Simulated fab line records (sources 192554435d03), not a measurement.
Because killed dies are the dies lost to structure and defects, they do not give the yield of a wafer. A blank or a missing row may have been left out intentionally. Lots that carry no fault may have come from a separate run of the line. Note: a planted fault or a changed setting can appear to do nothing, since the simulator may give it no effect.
Chamber matching :: flow n5 finfet :: N5_BEOL_M5_CURE_79 on uv cure-02: 3 sister chambers
The step cures SiCOH lowk, time 240 s. 3 wafers are shown with their chamber, then 9 later ones without.

WAFERS, EACH WITH ITS CHAMBER
wafer: L074.5
chamber: 1
wafer_temp_C_max: 387.0

wafer: L085.6
chamber: 2
wafer_temp_C_max: 387.8

wafer: L091.4
chamber: 0
wafer_temp_C_max: 386.2

WAFERS MISSING THEIR CHAMBER
wafer: L093.1
wafer_temp_C_max: 386.7

wafer: L093.4
wafer_temp_C_max: 387.2

wafer: L093.5
wafer_temp_C_max: 387.1

wafer: L094.2
wafer_temp_C_max: 386.8

wafer: L094.5
wafer_temp_C_max: 386.4

wafer: L094.6
wafer_temp_C_max: 386.7

wafer: L096.4
wafer_temp_C_max: 387.2

wafer: L096.5
wafer_temp_C_max: 388.2

wafer: L096.6
wafer_temp_C_max: 386.3

THE CHAMBER EACH PASSED THROUGH
wafer: L093.1
from the rows above: can't be placed: 1 or 0
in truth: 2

wafer: L093.4
from the rows above: can't be placed: 1 or 2
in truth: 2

wafer: L093.5
from the rows above: 1
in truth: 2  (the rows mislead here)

wafer: L094.2
from the rows above: can't be placed: 1 or 0
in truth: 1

wafer: L094.5
from the rows above: can't be placed: 0 or 1
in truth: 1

wafer: L094.6
from the rows above: can't be placed: 1 or 0
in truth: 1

wafer: L096.4
from the rows above: can't be placed: 1 or 2
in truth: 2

wafer: L096.5
from the rows above: 2
in truth: 2

wafer: L096.6
from the rows above: 0
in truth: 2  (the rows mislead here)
Correctly placed: 1 of 9. From these rows, 6 cannot be placed; in 5 the true chamber is one of the candidates. Placed wrongly: 2.
How it was worked out, from the rows above alone: a wafer's distance from a chamber is the root of the sum, over the readings, of the square of ((its reading less the chamber's mean) divided by the reading's scatter). If the next closest chamber is less than 2 further off than the closest, the wafer can't be placed; otherwise it belongs to the closest. Each chamber's mean is taken over the wafers shown for it. The scatter: with one shown wafer a chamber, the root of the mean of the squares of how far each hidden wafer lies from its nearest shown one.
